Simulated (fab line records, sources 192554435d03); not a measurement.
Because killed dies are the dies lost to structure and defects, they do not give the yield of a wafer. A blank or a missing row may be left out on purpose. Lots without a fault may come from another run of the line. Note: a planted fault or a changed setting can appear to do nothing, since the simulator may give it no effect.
The tool behind it: which one? + flow n5Finfet + 10 lots with 30 wafers sampled at 4 steps, on a route of 1938 steps

== WHAT EACH GAUGE READ, for each wafer ==
N5_BEOL_M3_RS_MEAS_58: a four-point-probe measurement.
| lot  | measured     | on           | M3_RS (ohm/sq) |
|------|--------------|--------------|----------------|
| L740 | day 8 08:13  | filmMetro-01 | 0.69 0.69 0.72 |
| L742 | day 8 08:21  | filmMetro-01 | 0.71 0.70 0.73 |
| L743 | day 8 10:04  | filmMetro-01 | 0.64 0.72 0.65 |
| L744 | day 8 16:37  | filmMetro-02 | 0.67 0.69 0.68 |
| L750 | day 10 03:04 | filmMetro-01 | 0.66 0.64 0.64 |
| L753 | day 11 07:42 | filmMetro-02 | 0.70 0.72 0.69 |
| L758 | day 11 21:20 | filmMetro-01 | 0.66 0.71 0.69 |
| L761 | day 12 20:01 | filmMetro-02 | 0.69 0.67 0.63 |
| L760 | day 12 21:08 | filmMetro-01 | 0.69 0.64 0.65 |
| L762 | day 13 06:19 | filmMetro-01 | 0.69 0.67 0.61 |

== WHICH TOOL RAN EACH LOT (tool, then ch and the chambers of the sampled wafers, then the start) ==
| lot  | N5_BEOL_M3_ANNEAL_89        | N5_BEOL_M3_SPUTTER_94       | N5_BEOL_M3_CO_CAP_55            |
|------|-----------------------------|-----------------------------|---------------------------------|
| L740 | pvdSputter-03, day 8 06:22  | pvdSputter-03, day 8 06:57  | cvdCo-02 ch 0,1,2, day 8 08:02  |
| L742 | pvdSputter-02, day 8 06:30  | pvdSputter-02, day 8 07:05  | cvdCo-02 ch 0,1, day 8 08:10    |
| L743 | pvdSputter-03, day 8 08:13  | pvdSputter-03, day 8 08:47  | cvdCo-02 ch 1,2, day 8 09:53    |
| L744 | pvdSputter-01, day 8 14:46  | pvdSputter-01, day 8 15:21  | cvdCo-02 ch 0,1, day 8 16:26    |
| L750 | pvdSputter-02, day 10 01:11 | pvdSputter-02, day 10 01:46 | cvdCo-01 ch 0,1, day 10 02:51   |
| L753 | pvdSputter-01, day 11 05:33 | pvdSputter-01, day 11 06:08 | cvdCo-01 ch 0,1,2, day 11 07:31 |
| L758 | pvdSputter-02, day 11 19:28 | pvdSputter-02, day 11 20:03 | cvdCo-01 ch 1,2, day 11 21:09   |
| L761 | pvdSputter-01, day 12 15:20 | pvdSputter-01, day 12 15:55 | cvdCo-02 ch 0,1,2, day 12 19:52 |
| L760 | pvdSputter-02, day 12 17:55 | pvdSputter-02, day 12 18:30 | cvdCo-01 ch 0,1,2, day 12 20:57 |
| L762 | pvdSputter-03, day 13 02:14 | pvdSputter-03, day 13 02:49 | cvdCo-02 ch 0,1,2, day 13 06:08 |
- N5_BEOL_M3_ANNEAL_89: time 240 s.
- N5_BEOL_M3_SPUTTER_94: material Cu, target thk 4.5 nm, time 8.29 s.
- N5_BEOL_M3_CO_CAP_55: material Co, precursor CCTBA/H2, target thk 2 nm, time 102.1 s.

== THE ANSWER, worked out from the rows above alone ==
Rule: the lots themselves supply what counts as usual. Put in order of their means at a reading, lots are off if they are a third of the lots or fewer, leave a main group of 4 or more, and stand apart from it by a gap of 3 or more times the standard deviation of the main group's means; of several such gaps the widest counts. The tables above print the reading to a certain number of digits; a main group whose means all agree to those digits is not used. Also off: a lot with no number at a reading for which 4 or more lots have one. The other lots that the step has rows for count as sound.
Nothing can be told from this: no lot is off at any reading shown.

== WHAT THE SIMULATOR PUT IN ==
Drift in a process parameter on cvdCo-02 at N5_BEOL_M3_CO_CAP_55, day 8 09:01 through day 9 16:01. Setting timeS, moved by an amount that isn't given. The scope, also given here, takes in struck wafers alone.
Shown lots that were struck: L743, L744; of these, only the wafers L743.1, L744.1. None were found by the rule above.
